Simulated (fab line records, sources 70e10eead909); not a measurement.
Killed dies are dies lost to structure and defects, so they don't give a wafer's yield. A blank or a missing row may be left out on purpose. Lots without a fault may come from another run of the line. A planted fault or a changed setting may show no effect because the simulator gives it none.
fab line records | flow nand_harc | part 1 of 2: steps 1 to 21 of 33
record lots=5 wafers=15 last_day=22
route steps=1159 shown P_GATE@136
lots that met no fault: from a run of the same line without faults
start_h: hours from the record's first day to the start of the lot's first wafer shown | wait_h: hours since the lot's step before | " the same as in the row above | L1.1+2: a row that stands for several wafers | - no value, or no start given | * or withheld: withheld | < > ~ a bound
route shown NAME@n: a module of which the file shows steps, and the number in the route of the first | usual: mean/standard deviation of fault-free wafers | same: alike in all rows | chamber/n: place in a boat | sites: the reading at each site | _std_site: their standard deviation | _edge_site: outer sites' mean less inner sites' | radius_mm: how far each site lies from the wafer's centre | mask NAME#n: copy n | behind: the tool/chamber that last shaped the wafer | hold: why the lot was held/for how many hours/how that ended | device: the transistor (n, p or np) that didn't switch | end of line: the same wafers' tests at the end of the route | a step without rows: its recipe alone | killed: dies lost to structure and defects at the first sort, not the wafer's yield | map: a wafer's dies, x killed, . not, _ none there
set.NAME: the setting as run; set.NAME@STEP: as run at that earlier step | model.NAME: the simulator's own value behind a step, which no gauge read
lots at some steps of the route; a table a step, a row a wafer
services: from which hour (start_h, from the record's first day; less than 0 if before it) a tool's chamber was out of use, for how many hours, and why
## steps
# step NHARC_P_GATE_SOFTBAKE_21
# recipe temp_c=105 time_s=55
# usual exhaust_pa=45.0/1
# columns lot.wafer tool chamber start_h wait_h exhaust_pa
L077.1 litho_track-01 0 - - 44.5
L077.5 " 0 " " 44.8
L077.6 " 0 " " 44.0
L081.3 litho_track-06 0 - - 44.9
L081.4 " 0 " " 44.3
L081.5 " 0 " " 44.9
L083.3 litho_track-01 0 - - 46.1
L083.4 " 0 " " 47.3
L083.5 " 0 " " 46.5
L082.3 litho_track-06 0 - - 45.2
L082.4 " 0 " " 44.7
L082.6 " 0 " " 46.2
L088.3 litho_track-04 0 - - 44.3
L088.4 " 0 " " 46.6
L088.6 " 0 " " 46.3
# step NHARC_P_GATE_EBR_22
# usual exhaust_pa=45.0/0.78
# columns lot.wafer tool chamber start_h wait_h exhaust_pa
L077.1 litho_track-01 0 - - 45.2
L077.5 " 0 " " 44.4
L077.6 " 0 " " 44.6
L081.3 litho_track-06 0 - - 44.9
L081.4 " 0 " " 44.2
L081.5 " 0 " " 45.8
L083.3 litho_track-01 0 - - 43.7
L083.4 " 0 " " 45.5
L083.5 " 0 " " 45.1
L082.3 litho_track-06 0 - - 44.8
L082.4 " 0 " " 44.3
L082.6 " 0 " " 45.7
L088.3 litho_track-04 0 - - 45.5
L088.4 " 0 " " 46.3
L088.6 " 0 " " 44.7
# step NHARC_P_GATE_EXPOSE_23
# recipe na=1.35 target_cd_nm=120 dose_mj=93.91 mask_id=P_GATE
# usual focus_offset_nm=0.0/0.48
# columns lot.wafer tool chamber start_h wait_h mask focus_offset_nm
L077.1 arfi_scanner-02 0 110.90 - P_GATE#0 0.3
L077.5 " 0 " " P_GATE#0 0.9
L077.6 " 0 " " P_GATE#0 0.9
L081.3 arfi_scanner-01 0 133.49 - P_GATE#0 -1.1
L081.4 " 0 " " P_GATE#0 -0.4
L081.5 " 0 " " P_GATE#0 0.2
L083.3 arfi_scanner-02 0 137.75 - P_GATE#0 -0.3
L083.4 " 0 " " P_GATE#0 -0.2
L083.5 " 0 " " P_GATE#0 0.0
L082.3 arfi_scanner-01 0 137.90 - P_GATE#0 0.0
L082.4 " 0 " " P_GATE#0 -0.2
L082.6 " 0 " " P_GATE#0 0.7
L088.3 arfi_scanner-01 0 176.38 - P_GATE#0 0.0
L088.4 " 0 " " P_GATE#0 -0.2
L088.6 " 0 " " P_GATE#0 0.0
# step NHARC_P_GATE_PEB_24
# recipe peb_temp_c=100 peb_time_s=65
# usual exhaust_pa=45.0/0.98
# columns lot.wafer tool chamber start_h wait_h exhaust_pa
L077.1 litho_track-06 0 110.96 0.1 44.1
L077.5 " 0 " " 45.3
L077.6 " 0 " " 44.5
L081.3 litho_track-06 0 133.55 0.0 45.4
L081.4 " 0 " " 45.3
L081.5 " 0 " " 46.1
L083.3 litho_track-04 0 137.80 0.0 44.1
L083.4 " 0 " " 43.7
L083.5 " 0 " " 43.2
L082.3 litho_track-06 0 137.95 0.0 44.7
L082.4 " 0 " " 44.6
L082.6 " 0 " " 45.3
L088.3 litho_track-01 0 176.43 0.0 44.8
L088.4 " 0 " " 44.7
L088.6 " 0 " " 44.2
# step NHARC_P_GATE_DEVELOP_25
# recipe develop_time_s=35 dev_temp_c=23
# usual exhaust_pa=45.0/0.95
# same develop_time_s=35
# columns lot.wafer tool chamber start_h wait_h exhaust_pa
L077.1 litho_track-06 0 - - 46.8
L077.5 " 0 " " 46.3
L077.6 " 0 " " 44.9
L081.3 litho_track-06 0 - - 46.7
L081.4 " 0 " " 46.0
L081.5 " 0 " " 46.6
L083.3 litho_track-04 0 - - 44.4
L083.4 " 0 " " 45.4
L083.5 " 0 " " 44.8
L082.3 litho_track-06 0 - - 45.3
L082.4 " 0 " " 44.4
L082.6 " 0 " " 45.6
L088.3 litho_track-01 0 - - 46.4
L088.4 " 0 " " 47.8
L088.6 " 0 " " 46.9
# step NHARC_P_GATE_CD_MEAS_26
# recipe target_cd_nm=120 landing_energy_ev=500
# usual cd_nm=120.2/0.63
# columns lot.wafer tool chamber start_h wait_h cd_nm
L077.1 cd_sem-03 0 111.04 - 120.3
L077.5 " 0 " " 120.1
L077.6 " 0 " " 120.6
L081.3 cd_sem-03 0 133.63 - 121.0
L081.4 " 0 " " 120.7
L081.5 " 0 " " 121.3
L083.3 cd_sem-03 0 137.88 - 119.5
L083.4 " 0 " " 119.4
L083.5 " 0 " " 120.1
L082.3 cd_sem-02 0 138.04 - 120.5
L082.4 " 0 " " 120.5
L082.6 " 0 " " 119.6
L088.3 cd_sem-03 0 176.52 - 120.2
L088.4 " 0 " " 121.1
L088.6 " 0 " " 120.8
# step NHARC_P_GATE_OVL_MEAS_27
# usual overlay_x_nm=0.3/0.79 overlay_y_nm=0.1/0.57
# columns lot.wafer tool chamber start_h wait_h overlay_x_nm overlay_y_nm
L077.1 overlay-02 - 111.13 - -0.3 -0.8
L077.5 " - " " 0.2 -0.4
L077.6 " - " " 0.0 -0.1
L081.3 overlay-02 - 133.71 - -0.9 0.4
L081.4 " - " " -1.2 0.3
L081.5 " - " " -1.0 0.2
L083.3 overlay-01 - 137.97 - -0.2 -0.8
L083.4 " - " " 0.7 -1.0
L083.5 " - " " 0.6 -0.5
L082.3 overlay-02 - 138.12 - 1.2 0.1
L082.4 " - " " 1.5 0.3
L082.6 " - " " 1.3 0.5
L088.3 overlay-01 - 176.60 - 0.7 0.2
L088.4 " - " " 0.1 -0.2
L088.6 " - " " -0.3 -0.4
# step NHARC_P_GATE_INSPECT_28
# usual raw_defect_count=6/3.1
# columns lot.wafer tool chamber start_h wait_h raw_defect_count
L077.1 defect_inspect-02 - 111.18 0.1 2
L077.5 " - " " 2
L077.6 " - " " 5
L081.3 defect_inspect-01 - 133.75 0.0 7
L081.4 " - " " 4
L081.5 " - " " 3
L083.3 defect_inspect-01 - 138.01 0.0 6
L083.4 " - " " 8
L083.5 " - " " 5
L082.3 defect_inspect-02 - 138.16 0.0 4
L082.4 " - " " 5
L082.6 " - " " 3
L088.3 defect_inspect-01 - 176.64 0.0 8
L088.4 " - " " 5
L088.6 " - " " 4
# step NHARC_P_GATE_DESCUM_31
# recipe time_s=3 o2_flow_sccm=200 ar_flow_sccm=0 bias_power_w=0 chemistry=O2
# usual drypump_motor_current_A=5.87/0.25 oes_product_au=0.997/0.01 rf_vpp_V=57.8/0.9 showerhead_plenum_p_Torr=1.89/0.091 throttle_valve_pct=11.312/0.0094
# columns lot.wafer tool chamber start_h wait_h drypump_motor_current_A oes_product_au rf_hours_counter_h rf_vpp_V showerhead_plenum_p_Torr throttle_valve_pct
L077.1 rie_diel-07 3 111.24 0.1 5.72 0.991 12 58.0 1.83 11.305
L077.5 " 3 " " 5.71 1.000 - 57.7 1.83 11.310
L077.6 " 0 " " 5.97 1.003 - 57.8 1.96 11.292
L081.3 rie_diel-03 1 133.81 0.1 6.09 0.998 22 57.6 1.78 11.303
L081.4 " 3 " " 6.16 0.998 31 58.0 1.92 11.314
L081.5 " 2 " " 6.31 1.000 - 55.5 1.79 11.319
L083.3 rie_diel-07 2 138.07 0.1 5.93 1.010 15 58.6 1.83 11.306
L083.4 " 3 " " 5.71 0.993 17 57.6 1.83 11.322
L083.5 " 1 " " 5.66 0.986 - 57.1 2.06 11.318
L082.4 rie_diel-07 2 138.23 0.1 5.95 1.007 15 56.9 1.83 11.314
L082.3 " 1 " " 5.66 0.987 13 59.6 2.06 11.314
L082.6 " 3 " " 5.71 1.005 - 57.1 1.83 11.320
L088.4 rie_diel-07 0 176.71 0.1 5.96 1.004 20 58.2 1.96 11.302
L088.3 " 2 " " 5.95 1.009 19 57.5 1.83 11.315
L088.6 " 3 " " 5.71 1.000 - 57.6 1.83 11.319
# step NHARC_P_GATE_ETCH_104
# recipe target_depth_a=600 time_s=withheld cf4_flow_sccm=100 chf3_flow_sccm=30 ar_flow_sccm=0 rf_w=500 bias_w=200 chemistry=CF4/CHF3
# usual drypump_motor_current_A=5.87/0.24 oes_product_au=0.943/0.02 rf_vpp_V=370.2/2.5 showerhead_plenum_p_Torr=1.56/0.07 throttle_valve_pct=16.803/0.0097
# columns lot.wafer tool chamber start_h wait_h drypump_motor_current_A oes_product_au rf_vpp_V showerhead_plenum_p_Torr throttle_valve_pct
L077.1 rie_diel-07 3 111.34 0.1 5.72 0.913 367.5 1.51 16.801
L077.5 " 0 " " 5.94 0.922 371.8 1.61 16.788
L077.6 " 1 " " 5.64 0.915 376.1 1.69 16.799
L081.4 rie_diel-03 1 133.90 0.1 6.05 0.969 367.1 1.47 16.795
L081.3 " 3 " " 6.15 0.977 371.9 1.58 16.804
L081.5 " 0 " " 5.84 0.968 369.8 1.57 16.817
L083.4 rie_diel-07 2 138.21 0.1 5.95 0.921 368.3 1.51 16.813
L083.3 " 3 " " 5.71 0.925 368.8 1.51 16.807
L083.5 " 3 " " 5.71 0.923 368.9 1.51 16.825
L082.4 rie_diel-07 0 138.39 0.1 5.96 0.925 370.7 1.61 16.801
L082.3 " 1 " " 5.67 0.910 374.6 1.69 16.804
L082.6 " 0 " " 5.96 0.931 372.2 1.61 16.807
L088.3 rie_diel-07 1 176.78 0.1 5.68 0.961 374.2 1.69 16.803
L088.4 " 0 " " 5.89 0.966 371.6 1.61 16.794
L088.6 " 2 " " 5.91 0.963 368.6 1.51 16.811
# step NHARC_P_GATE_HM_OPEN_105
# recipe target_depth_a=3600 o2_flow_sccm=400 cos_flow_sccm=20 ar_flow_sccm=0 rf_w=500 bias_w=300 chemistry=O2/COS
# usual cos_flow_sccm=20.01/0.057 drypump_motor_current_A=5.89/0.22 oes_product_au=0.995/0.01 rf_vpp_V=466/3.1 showerhead_plenum_p_Torr=3.09/0.14 throttle_valve_pct=28.330/0.0091
# columns lot.wafer tool chamber start_h wait_h cos_flow_sccm drypump_motor_current_A oes_product_au rf_hours_counter_h rf_vpp_V showerhead_plenum_p_Torr throttle_valve_pct
L077.1 rie_diel-07 2 - - 20.01 5.94 1.011 11 465 2.99 28.325
L077.5 " 1 " " 19.97 5.68 0.988 - 472 3.35 28.349
L077.6 " 2 " " 19.90 5.95 1.006 - 464 2.99 28.322
L081.4 rie_diel-03 0 - - 20.00 5.85 0.983 33 468 3.12 28.345
L081.3 " 2 " " 19.95 6.32 0.994 29 463 2.94 28.337
L081.5 " 0 " " 19.98 5.84 0.988 - 467 3.12 28.330
L083.3 rie_diel-07 3 - - 20.07 5.76 0.996 17 464 2.99 28.309
L083.4 " 2 " " 20.04 5.96 1.007 15 465 2.99 28.318
L083.5 " 0 " " 19.95 5.93 0.997 - 468 3.19 28.325
L082.3 rie_diel-07 2 - - 20.05 5.95 1.008 15 464 2.99 28.335
L082.4 " 0 " " 20.08 5.94 0.991 16 468 3.19 28.316
L082.6 " 2 " " 19.90 5.93 0.998 - 466 2.99 28.315
L088.4 rie_diel-07 1 - - 20.04 5.66 0.991 17 472 3.35 28.336
L088.3 " 2 " " 19.99 5.92 0.997 19 465 2.99 28.333
L088.6 " 1 " " 20.15 5.65 0.981 - 472 3.35 28.344
# step NHARC_P_GATE_STRIP_106
# recipe o2_flow_sccm=400 cos_flow_sccm=20 ar_flow_sccm=0 bias_w=0 chemistry=O2/COS
# columns lot.wafer tool chamber start_h wait_h
L077.1+5+6 rie_diel-07 1,1,2 - -
L081.3+4+5 rie_diel-03 2,3,2 - -
L083.4+3+5 rie_diel-07 0,1,0 - -
L082.4+3+6 rie_diel-07 0,1,0 - -
L088.3+4+6 rie_diel-07 2,3,1 - -
# step NHARC_P_GATE_ETCH_114
# recipe target_depth_a=300 overetch_a=30 time_s=16.5 ion_energy_ev=100 cf4_flow_sccm=80 o2_flow_sccm=20 ar_flow_sccm=0 rf_w=300 bias_w=100 chemistry=CF4/O2
# usual drypump_motor_current_A=5.87/0.24 oes_product_au=0.996/0.01 rf_vpp_V=197.6/1.5 showerhead_plenum_p_Torr=1.32/0.061 throttle_valve_pct=13.398/0.0087
# columns lot.wafer tool chamber start_h wait_h drypump_motor_current_A oes_product_au rf_hours_counter_h rf_vpp_V showerhead_plenum_p_Torr throttle_valve_pct
L077.1 rie_diel-07 3 - - 5.72 0.991 12 196.0 1.28 13.383
L077.5 " 1 " " 5.68 0.992 - 197.6 1.44 13.403
L077.6 " 2 " " 5.95 0.998 - 195.8 1.28 13.395
L081.4 rie_diel-03 2 - - 6.32 0.999 29 196.9 1.25 13.395
L081.3 " 3 " " 6.16 0.988 31 198.9 1.34 13.407
L081.5 " 2 " " 6.32 1.001 - 195.9 1.25 13.410
L083.3 rie_diel-07 2 - - 5.94 0.999 15 195.9 1.28 13.378
L083.4 " 3 " " 5.71 0.988 17 197.1 1.28 13.391
L083.5 " 1 " " 5.66 0.977 - 199.2 1.43 13.393
L082.3 rie_diel-07 0 - - 5.97 0.997 16 197.8 1.36 13.407
L082.4 " 2 " " 5.94 0.991 15 195.5 1.28 13.394
L082.6 " 1 " " 5.67 0.972 - 199.1 1.44 13.392
L088.3 rie_diel-07 2 - - 5.92 1.002 19 198.8 1.28 13.404
L088.4 " 0 " " 5.95 1.009 20 199.3 1.36 13.398
L088.6 " 3 " " 5.73 0.992 - 196.1 1.28 13.396
# step NHARC_P_GATE_ETCH_32
# recipe target_depth_a=1500 over_etch_frac=1 over_etch_ion_energy_ev=40 time_s=100.1 hbr_flow_sccm=150 cl2_flow_sccm=50 rf_w=400 icp_w=400 bias_w=100 chemistry=HBr/Cl2
# usual drypump_motor_current_A=5.8/0.48 oes_product_au=0.998/0.01 throttle_valve_pct=26.406/0.0088
# same over_etch_frac=1
# columns lot.wafer tool chamber start_h wait_h drypump_motor_current_A oes_product_au rf_hours_counter_h throttle_valve_pct
L077.1 rie_si-03 1 111.81 - 5.8 0.986 1.2 26.425
L077.5 " 3 " " 5.8 0.996 - 26.405
L077.6 " 0 " " 6.3 0.997 - 26.416
L081.3 rie_si-05 0 134.30 - 5.9 0.994 0.5 26.414
L081.4 " 1 " " 5.6 0.993 0.5 26.411
L081.5 " 3 " " 6.2 0.995 - 26.402
L083.4 rie_si-03 3 138.68 - 5.8 1.000 1.4 26.410
L083.3 " 0 " " 6.3 1.012 1.5 26.416
L083.5 " 0 " " 6.3 1.001 - 26.410
L082.4 rie_si-05 2 138.89 - 6.7 0.992 0.6 26.404
L082.3 " 0 " " 6.0 1.002 0.5 26.408
L082.6 " 2 " " 6.6 1.006 - 26.403
L088.3 rie_si-05 3 177.17 - 6.2 0.993 1.0 26.398
L088.4 " 0 " " 5.9 0.995 0.9 26.415
L088.6 " 2 " " 6.7 0.995 - 26.408
# step NHARC_P_GATE_STRIP_108
# recipe o2_flow_sccm=500 ar_flow_sccm=0 bias_w=0 chemistry=O2
# usual drypump_motor_current_A=5.90/0.23 oes_product_au=0.995/0.0095 rf_vpp_V=57.7/0.88 showerhead_plenum_p_Torr=3.49/0.16 throttle_valve_pct=17.038/0.0096
# columns lot.wafer tool chamber start_h wait_h drypump_motor_current_A oes_product_au rf_hours_counter_h rf_vpp_V showerhead_plenum_p_Torr throttle_valve_pct
L077.1 rie_diel-07 2 111.99 - 5.94 0.996 11 57.5 3.38 17.034
L077.6 " 3 " " 5.71 0.996 - 56.3 3.39 17.045
L077.5 " 0 " " 5.92 0.993 - 56.8 3.61 17.025
L081.3 rie_diel-03 2 134.43 - 6.28 0.994 29 56.5 3.32 17.043
L081.4 " 3 " " 6.17 0.992 31 57.7 3.54 17.039
L081.5 " 3 " " 6.17 1.007 - 57.3 3.54 17.032
L083.4 rie_diel-07 0 138.84 - 6.01 0.993 16 57.7 3.60 17.041
L083.3 " 2 " " 5.93 0.997 15 57.9 3.38 17.041
L083.5 " 0 " " 6.04 1.007 - 57.1 3.60 17.053
L082.4 rie_diel-07 2 139.04 - 5.92 1.011 15 57.7 3.38 17.049
L082.3 " 3 " " 5.74 0.997 17 56.8 3.38 17.029
L082.6 " 2 " " 5.91 0.998 - 57.7 3.38 17.038
L088.3 rie_diel-07 3 177.33 - 5.73 0.988 21 57.4 3.38 17.033
L088.4 " 1 " " 5.67 0.979 17 57.0 3.78 17.025
L088.6 " 3 " " 5.72 0.994 - 57.3 3.38 17.046
# step NHARC_P_GATE_CD_MEAS_33
# usual cd_nm=119.7/2.7
# columns lot.wafer tool chamber start_h wait_h cd_nm
L077.1 cd_sem-01 - 112.12 - 120.8
L077.5 " - " " 116.1
L077.6 " - " " 121.6
L081.3 cd_sem-02 - 134.61 - 123.6
L081.4 " - " " 116.5
L081.5 " - " " 116.9
L083.3 cd_sem-03 - 139.02 - 118.7
L083.4 " - " " 119.1
L083.5 " - " " 119.7
L082.3 cd_sem-02 - 139.22 - 120.7
L082.4 " - " " 120.3
L082.6 " - " " 118.9
L088.3 cd_sem-03 - 177.50 - 120.9
L088.4 " - " " 118.8
L088.6 " - " " 119.1
# step NHARC_P_GATE_STRIP_35
# recipe time_s=600 temp_c=130 chemistry=SPM
# columns lot.wafer tool chamber start_h wait_h
L077.1+5+6 wet_bench-05 2,4,6 112.20 0.1
L081.4+5+3 wet_bench-05 4,7,0 134.69 0.1
L083.3+5+4 wet_bench-06 1,3,4 139.10 0.1
L082.6+4+3 wet_bench-06 3,5,6 139.30 0.1
L088.4+6+3 wet_bench-07 3,5,7 177.58 0.1
# step NHARC_P_GATE_PRECLEAN_73
# recipe time_s=* temp_c=50 bath_age_min=0 chemistry=SC1
# columns lot.wafer tool chamber start_h wait_h
L077.1+5+6 wet_bench-05 2,4,6 - -
L081.4+5+3 wet_bench-05 4,7,0 - -
L083.3+5+4 wet_bench-06 1,3,4 - -
L082.6+4+3 wet_bench-06 3,5,6 - -
L088.4+6+3 wet_bench-07 3,5,7 - -
# step NHARC_P_GATE_SRD_74
# columns lot.wafer tool chamber start_h wait_h
L077.1+5+6 wet_bench-05 2,4,6 - -
L081.4+5+3 wet_bench-05 4,7,0 - -
L083.3+5+4 wet_bench-06 1,3,4 - -
L082.6+4+3 wet_bench-06 3,5,6 - -
L088.4+6+3 wet_bench-07 3,5,7 - -
# step NHARC_P_GATE_ALD_36
# recipe target_thk_a=200 pulse_time_s=60 ald_cycles=223 temp_c=400 material=SiNx
# usual heater_power_w=859/85 precursor_pulse_height_rel=1.000/0.018
# columns lot.wafer tool chamber start_h wait_h heater_power_w precursor_pulse_height_rel
L077.1 ald_sin-02 2 114.65 - 858 0.983
L077.6 " 0 116.71 - 808 1.034
L077.5 " 1 117.75 - 868 0.994
L081.3 ald_sin-02 0 135.06 - 787 0.979
L081.4 " 1 136.14 - 874 1.035
L081.5 " 1 140.44 - 857 0.985
L082.4 ald_sin-01 0 140.73 - 889 0.966
L082.3 " 1 141.79 - 836 0.978
L082.6 " 0 144.97 - 896 1.010
L083.3 ald_sin-03 1 141.61 - 833 0.971
L083.4 " 2 142.68 - 864 1.024
L083.5 " 0 144.82 - 1045 1.014
L088.4 ald_sin-01 3 177.95 - 702 0.995
L088.3 " 1 180.09 - 819 0.961
L088.6 " 3 182.23 - 739 0.986
# step NHARC_P_GATE_ETCHBACK_37
# recipe target_depth_a=345 time_s=17.2 chf3_flow_sccm=50 o2_flow_sccm=10 ar_flow_sccm=200 rf_w=500 bias_w=200 chemistry=CHF3/O2
# usual drypump_motor_current_A=5.88/0.23 oes_product_au=0.95/0.034 rf_vpp_V=370.2/2.4 showerhead_plenum_p_Torr=2.38/0.11 throttle_valve_pct=20.571/0.009
# columns lot.wafer tool chamber start_h wait_h drypump_motor_current_A oes_product_au rf_hours_counter_h rf_vpp_V showerhead_plenum_p_Torr throttle_valve_pct
L077.1 rie_diel-03 1 - - 6.07 0.98 20 368.0 2.25 20.554
L077.6 " 1 " " 6.08 0.99 - 367.6 2.25 20.577
L077.5 " 2 " " 6.29 0.97 - 368.2 2.26 20.583
L081.4 rie_diel-07 0 - - 5.95 0.92 17 370.5 2.45 20.553
L081.3 " 1 " " 5.67 0.92 14 373.3 2.58 20.586
L081.5 " 0 " " 5.95 0.93 - 370.7 2.45 20.574
L083.3 rie_diel-07 0 - - 5.94 0.92 17 371.9 2.45 20.560
L083.4 " 1 " " 5.68 0.91 14 374.8 2.58 20.572
L083.5 " 3 " " 5.69 0.93 - 368.9 2.30 20.560
L082.4 rie_diel-07 0 - - 5.97 0.93 17 371.4 2.45 20.578
L082.3 " 2 " " 5.92 0.93 17 368.6 2.30 20.570
L082.6 " 0 " " 5.91 0.92 - 372.7 2.45 20.561
L088.4 rie_diel-07 0 - - 5.92 0.93 21 371.5 2.45 20.572
L088.3 " 3 " " 5.70 0.91 22 369.0 2.30 20.581
L088.6 " 1 " " 5.67 0.91 - 373.5 2.58 20.568
